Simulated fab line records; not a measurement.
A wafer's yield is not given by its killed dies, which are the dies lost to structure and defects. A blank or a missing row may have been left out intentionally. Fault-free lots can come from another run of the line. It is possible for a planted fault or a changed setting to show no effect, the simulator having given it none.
Lot-split experiment || flow n5-finfet || 7 lots, 21 wafers read, on a route of 1938 steps

== ABOUT THE SPLIT ==
At N5_BEOL_M0_SAQP_COAT_82 (time 60 s, resist thk 30 nm), the setting spin-rpm was moved away from the recipe's 1500 rpm on 8 of the 21 wafers read, by -9.0% to +3.9%. This setting was run at the recipe's value on the other wafers.

== FROM THE SPLIT TO THE READING: what the file shows between them, 4 steps ==
- N5_BEOL_M0_SAQP_COAT_08: resist thk 90 nm (also split here: spin-rpm)
- N5_BEOL_M0_SAQP_EBR_10
- N5_BEOL_M0_SAQP_SOFTBAKE_09: time 60 s
- N5_BEOL_M0_SAQP_DESCUM_19: chemistry O2, time 7.9 s

== THE READING ==
etch.depth-nm (the simulator's own value, which no gauge read), in nm, at N5_BEOL_M0_SAQP_ETCH_83 (etches SiARC in CF4, target depth 39 nm, time 65 s). No usual value for it is given in the file. Average 29.96 nm, standard deviation 0.088 nm, over the 13 wafers here run with the recipe.

{"wafer": "L076.3", "tool, chamber at the split": "litho-track-05, 0", "spin-rpm as run, rpm": 1500, "against the recipe": "recipe", "etch.depth-nm, nm": 30.02, "against lot-mates on the recipe": "-"}
{"wafer": "L076.4", "tool, chamber at the split": "litho-track-05, 0", "spin-rpm as run, rpm": 1500, "against the recipe": "recipe", "etch.depth-nm, nm": 29.83, "against lot-mates on the recipe": "-"}
{"wafer": "L076.5", "tool, chamber at the split": "litho-track-05, 0", "spin-rpm as run, rpm": 1500, "against the recipe": "recipe", "etch.depth-nm, nm": 29.93, "against lot-mates on the recipe": "-"}
{"wafer": "L077.4", "tool, chamber at the split": "litho-track-05, 0", "spin-rpm as run, rpm": 1500, "against the recipe": "recipe", "etch.depth-nm, nm": 29.91, "against lot-mates on the recipe": "-"}
{"wafer": "L077.5", "tool, chamber at the split": "litho-track-05, 0", "spin-rpm as run, rpm": 1500, "against the recipe": "recipe", "etch.depth-nm, nm": 29.88, "against lot-mates on the recipe": "-"}
{"wafer": "L077.6", "tool, chamber at the split": "litho-track-05, 0", "spin-rpm as run, rpm": 1500, "against the recipe": "recipe", "etch.depth-nm, nm": 29.8, "against lot-mates on the recipe": "-"}
{"wafer": "L083.1", "tool, chamber at the split": "litho-track-05, 0", "spin-rpm as run, rpm": 1500, "against the recipe": "recipe", "etch.depth-nm, nm": 29.96, "against lot-mates on the recipe": "-"}
{"wafer": "L083.5", "tool, chamber at the split": "litho-track-05, 0", "spin-rpm as run, rpm": 1403, "against the recipe": "-6.5%", "etch.depth-nm, nm": 30.97, "against lot-mates on the recipe": "+1.01"}
{"wafer": "L083.6", "tool, chamber at the split": "litho-track-05, 0", "spin-rpm as run, rpm": 1403, "against the recipe": "-6.5%", "etch.depth-nm, nm": 30.89, "against lot-mates on the recipe": "+0.93"}
{"wafer": "L085.1", "tool, chamber at the split": "litho-track-01, 0", "spin-rpm as run, rpm": 1365, "against the recipe": "-9.0%", "etch.depth-nm, nm": 31.57, "against lot-mates on the recipe": "+1.47"}
{"wafer": "L085.2", "tool, chamber at the split": "litho-track-01, 0", "spin-rpm as run, rpm": 1365, "against the recipe": "-9.0%", "etch.depth-nm, nm": 31.43, "against lot-mates on the recipe": "+1.33"}
{"wafer": "L085.4", "tool, chamber at the split": "litho-track-01, 0", "spin-rpm as run, rpm": 1500, "against the recipe": "recipe", "etch.depth-nm, nm": 30.1, "against lot-mates on the recipe": "-"}
{"wafer": "L088.1", "tool, chamber at the split": "litho-track-01, 0", "spin-rpm as run, rpm": 1558, "against the recipe": "+3.9%", "etch.depth-nm, nm": 29.37, "against lot-mates on the recipe": -0.59}
{"wafer": "L088.2", "tool, chamber at the split": "litho-track-01, 0", "spin-rpm as run, rpm": 1500, "against the recipe": "recipe", "etch.depth-nm, nm": 29.93, "against lot-mates on the recipe": "-"}
{"wafer": "L088.3", "tool, chamber at the split": "litho-track-01, 0", "spin-rpm as run, rpm": 1500, "against the recipe": "recipe", "etch.depth-nm, nm": 30, "against lot-mates on the recipe": "-"}
{"wafer": "L090.1", "tool, chamber at the split": "litho-track-01, 0", "spin-rpm as run, rpm": 1500, "against the recipe": "recipe", "etch.depth-nm, nm": 30, "against lot-mates on the recipe": "-"}
{"wafer": "L090.2", "tool, chamber at the split": "litho-track-01, 0", "spin-rpm as run, rpm": 1430, "against the recipe": "-4.7%", "etch.depth-nm, nm": 30.73, "against lot-mates on the recipe": "+0.68"}
{"wafer": "L090.3", "tool, chamber at the split": "litho-track-01, 0", "spin-rpm as run, rpm": 1500, "against the recipe": "recipe", "etch.depth-nm, nm": 30.1, "against lot-mates on the recipe": "-"}
{"wafer": "L092.1", "tool, chamber at the split": "litho-track-05, 0", "spin-rpm as run, rpm": 1551, "against the recipe": "+3.4%", "etch.depth-nm, nm": 29.42, "against lot-mates on the recipe": -0.59}
{"wafer": "L092.2", "tool, chamber at the split": "litho-track-05, 0", "spin-rpm as run, rpm": 1500, "against the recipe": "recipe", "etch.depth-nm, nm": 30.01, "against lot-mates on the recipe": "-"}
{"wafer": "L092.6", "tool, chamber at the split": "litho-track-05, 0", "spin-rpm as run, rpm": 1551, "against the recipe": "+3.4%", "etch.depth-nm, nm": 29.48, "against lot-mates on the recipe": -0.53}

FIT RESULTS
A straight line over all 21 wafers: etch.depth-nm changes by -0.162 nm for each +1% of spin-rpm; r = -0.99; the points scatter about the line by 0.088 nm.
The same after taking each lot's own level away (the mean of its wafers on the recipe; 21 wafers): -0.155 nm for each +1%; r = -1.00; scatter 0.052 nm.
On that fit, the largest move of spin-rpm shifts the reading by 1.4 nm.
From 29.863 to 30.100 nm: that is the span of the lots' own levels, equal to 2.7 times the standard deviation above.
Hence the lot-to-lot level has little effect on the slope; both slopes agree.
Check: +1.35 nm against its lot-mates is what the line predicts for one of the wafers moved furthest among these (-9.0%) when that wafer is left out of the fit. Against them it came out at +1.47 nm.

== OTHER SPLITS ON THESE WAFERS ==
Before the reading, these wafers also passed through other splits. Each is held against what the fit with the lots' levels taken away leaves over:
{"other split on the same wafers": "N5_MOL_CONTACT_COAG_COAT_77 spin-rpm", "wafers away from the commonest value": 7, "r with etch.depth-nm (lot level and that fit taken away)": -0.15}
{"other split on the same wafers": "N5_BEOL_M0_SAQP_COAT_08 spin-rpm", "wafers away from the commonest value": 6, "r with etch.depth-nm (lot level and that fit taken away)": "+0.14"}

== THE WHOLE CHAIN: every reading that the file lists as answering this split, in the file's order ==
{"step": "N5_BEOL_M0_SAQP_COAT_82", "what it does": "time 60 s, resist thk 30 nm", "reading": "SiARC_of_BEOL_M0_SAQP_COAT_82.thk-nm (the simulator's own value, which no gauge read)", "change (the file's fit)": "-0.16 nm for each +1% of the setting", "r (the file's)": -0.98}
{"step": "N5_BEOL_M0_SAQP_ETCH_83", "what it does": "etches SiARC in CF4, target depth 39 nm, time 65 s", "reading": "etch.depth-nm (the simulator's own value, which no gauge read)", "change (the file's fit)": "-0.153 nm for each +1% of the setting", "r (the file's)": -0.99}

== THE FILE'S OWN FIT ==
etch.depth-nm changes by -0.153 nm for each +1% of spin-rpm, r = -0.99.
